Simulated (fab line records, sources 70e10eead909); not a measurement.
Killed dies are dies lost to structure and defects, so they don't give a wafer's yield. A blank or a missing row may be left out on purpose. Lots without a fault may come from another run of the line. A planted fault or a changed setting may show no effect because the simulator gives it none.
Chamber matching | flow nand_harc | NHARC_A_CHANNEL_HOLE_D2_DEP_01 on pecvd-04: 3 sister chambers
The step deposits SiON, target thk 140 nm. 6 wafers are shown with their chamber, then 8 later ones without.

WAFERS WITH THEIR CHAMBER
wafer  | chamber | heater_power_w (W)
L087.6 | 0       | 800
L090.5 | 1       | 602
L092.1 | 0       | 742
L092.2 | 2       | 723
L092.3 | 1       | 670
L095.2 | 2       | 763

WAFERS WITHOUT THEIR CHAMBER
wafer  | heater_power_w (W)
L095.3 | 762
L095.6 | 780
L096.1 | 625
L096.2 | 686
L096.6 | 678
L097.2 | 718
L097.3 | 710
L097.6 | 729

WHICH CHAMBER EACH WENT THROUGH
wafer  | from the rows above          | in truth
L095.3 | can't be placed: 0 or 2      | 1
L095.6 | can't be placed: 0 or 2      | 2
L096.1 | 1                            | 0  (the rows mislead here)
L096.2 | can't be placed: 1 or 2 or 0 | 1
L096.6 | can't be placed: 1 or 2 or 0 | 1
L097.2 | can't be placed: 2 or 0 or 1 | 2
L097.3 | can't be placed: 2 or 0 or 1 | 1
L097.6 | can't be placed: 2 or 0 or 1 | 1
Placed correctly: 0 of 8. Can't be placed from these rows: 7 (the true chamber is among the candidates in 6). Placed wrongly: 1.
How it was worked out, from the rows above alone: a wafer's distance from a chamber is the root of the sum, over the readings, of the square of ((its reading less the chamber's mean) divided by the reading's scatter). The wafer belongs to the nearest chamber; if the next one is less than 2 further off, it can't be placed. A chamber's mean is the mean of its shown wafers. The scatter: the root of (the sum of the squares of (reading less its chamber's mean) over the shown wafers, divided by (wafers less chambers)).
